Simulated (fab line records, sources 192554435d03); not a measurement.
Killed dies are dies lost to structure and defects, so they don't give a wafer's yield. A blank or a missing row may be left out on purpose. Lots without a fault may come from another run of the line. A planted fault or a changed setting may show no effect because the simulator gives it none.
Split-lot experiment | flow n5_finfet | 7 lots, 39 wafers read, on a route of 1938 steps

THE SPLIT
At N5_BEOL_M14_DEP_53 (deposits SiCN from 3MS/NH3, target thk 50 nm, time 17.8 s), the setting target_thk_a was moved away from the recipe's 500 angstrom on 12 of the 39 wafers read, by -53.6% to +26.8%. The other wafers ran this setting at the recipe's value.

The reading is taken at the split's own step.

THE READING
SiCN_of_BEOL_M14_DEP_53.thk_nm (the simulator's own value, which no gauge read), in nm, at N5_BEOL_M14_DEP_53 (deposits SiCN from 3MS/NH3, target thk 50 nm, time 17.8 s). The file gives no usual value for it. The 27 wafers here that ran the recipe average 50.0 nm, standard deviation 0.81 nm.

wafer  | tool, chamber at the split | target_thk_a as run, angstrom | against the recipe | SiCN_of_BEOL_M14_DEP_53.thk_nm, nm | against lot-mates on the recipe
L077.1 | pecvd-04, 0                | 500                           | recipe             | 49.6                               | -
L077.2 | pecvd-04, 2                | 634                           | +26.8%             | 63.6                               | +13.2
L077.3 | pecvd-04, 1                | 634                           | +26.8%             | 62.2                               | +11.8
L077.4 | pecvd-04, 1                | 634                           | +26.8%             | 62.8                               | +12.4
L077.5 | pecvd-04, 0                | 500                           | recipe             | 50.6                               | -
L077.6 | pecvd-04, 2                | 500                           | recipe             | 51                                 | -
L078.1 | pecvd-04, 0                | 500                           | recipe             | 49.2                               | -
L078.2 | pecvd-04, 1                | 370.1                         | -26.0%             | 36.4                               | -13.5
L078.3 | pecvd-04, 2                | 370.1                         | -26.0%             | 37                                 | -12.9
L078.4 | pecvd-04, 2                | 500                           | recipe             | 50.8                               | -
L078.5 | pecvd-04, 0                | 500                           | recipe             | 49.6                               | -
L078.6 | pecvd-04, 1                | 370.1                         | -26.0%             | 36.8                               | -13.1
L081.1 | pecvd-04, 0                | 500                           | recipe             | 49.8                               | -
L081.2 | pecvd-04, 1                | 500                           | recipe             | 49.4                               | -
L081.3 | pecvd-04, 2,1              | 500                           | recipe             | 50.8                               | -
L081.4 | pecvd-04, 2,1              | 500                           | recipe             | 50.8                               | -
L081.5 | pecvd-04, 0                | 500                           | recipe             | 50.6                               | -
L081.6 | pecvd-04, 2                | 500                           | recipe             | 51                                 | -
L085.1 | pecvd-02, 2                | 500                           | recipe             | 50.2                               | -
L085.2 | pecvd-02, 0                | 500                           | recipe             | 49.8                               | -
L085.4 | pecvd-02, 1                | 500                           | recipe             | 50.8                               | -
L086.1 | pecvd-04, 0                | 500                           | recipe             | 48                                 | -
L086.2 | pecvd-04, 2                | 500                           | recipe             | 48.6                               | -
L086.3 | pecvd-04, 1                | 500                           | recipe             | 48.8                               | -
L086.4 | pecvd-04, 0                | 500                           | recipe             | 49                                 | -
L086.5 | pecvd-04, 2                | 500                           | recipe             | 50                                 | -
L086.6 | pecvd-04, 1                | 500                           | recipe             | 50.2                               | -
L095.1 | pecvd-02, 1                | 387.4                         | -22.5%             | 38.6                               | -12.0
L095.2 | pecvd-02, 0                | 500                           | recipe             | 50                                 | -
L095.3 | pecvd-02, 2                | 387.4                         | -22.5%             | 38.8                               | -11.8
L095.4 | pecvd-02, 2                | 387.4                         | -22.5%             | 39.6                               | -11.0
L095.5 | pecvd-02, 1                | 500                           | recipe             | 51                                 | -
L095.6 | pecvd-02, 0                | 500                           | recipe             | 50.8                               | -
L096.1 | pecvd-01, 2,1              | 231.9                         | -53.6%             | 22.6                               | -27.0
L096.3 | pecvd-01, 2,1              | 231.9                         | -53.6%             | 22.6                               | -27.0
L096.2 | pecvd-01, 0                | 500                           | recipe             | 49.4                               | -
L096.4 | pecvd-01, 1                | 231.9                         | -53.6%             | 23.4                               | -26.2
L096.5 | pecvd-01, 2                | 500                           | recipe             | 49.2                               | -
L096.6 | pecvd-01, 0                | 500                           | recipe             | 50.2                               | -
Where a row lists several chambers, the file gives one row for several wafers and doesn't say which wafer went through which chamber.

THE FIT
A straight line over all 39 wafers: SiCN_of_BEOL_M14_DEP_53.thk_nm changes by +0.499 nm for each +1% of target_thk_a; r = +1.00; the points scatter about the line by 0.76 nm.
The same after taking each lot's own level away (the mean of its wafers on the recipe; 39 wafers): +0.494 nm for each +1%; r = +1.00; scatter 0.62 nm.
On that fit, the largest move of target_thk_a shifts the reading by 26 nm.
The lots' own levels span 49.10 to 50.60 nm, that is 1.8 times the standard deviation above.
So the lot-to-lot level changes the slope little: the two slopes agree.
Check: with one of the wafers moved furthest among these (-53.6%) left out of the fit, the line predicts -26.5 nm for it against its lot-mates. It came out at -27 nm against them.

OTHER SPLITS ON THESE WAFERS
These wafers also went through other splits before the reading. Each is held against what the fit with the lots' levels taken away leaves over:
other split on the same wafers    | wafers away from the commonest value | r with SiCN_of_BEOL_M14_DEP_53.thk_nm (lot level and that fit taken away)
N5_BEOL_M12_TRENCH_ETCH_34 time_s | 9                                    | -0.17

THE FILE'S OWN FIT
SiCN_of_BEOL_M14_DEP_53.thk_nm changes by +0.496 nm for each +1% of target_thk_a, r = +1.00.
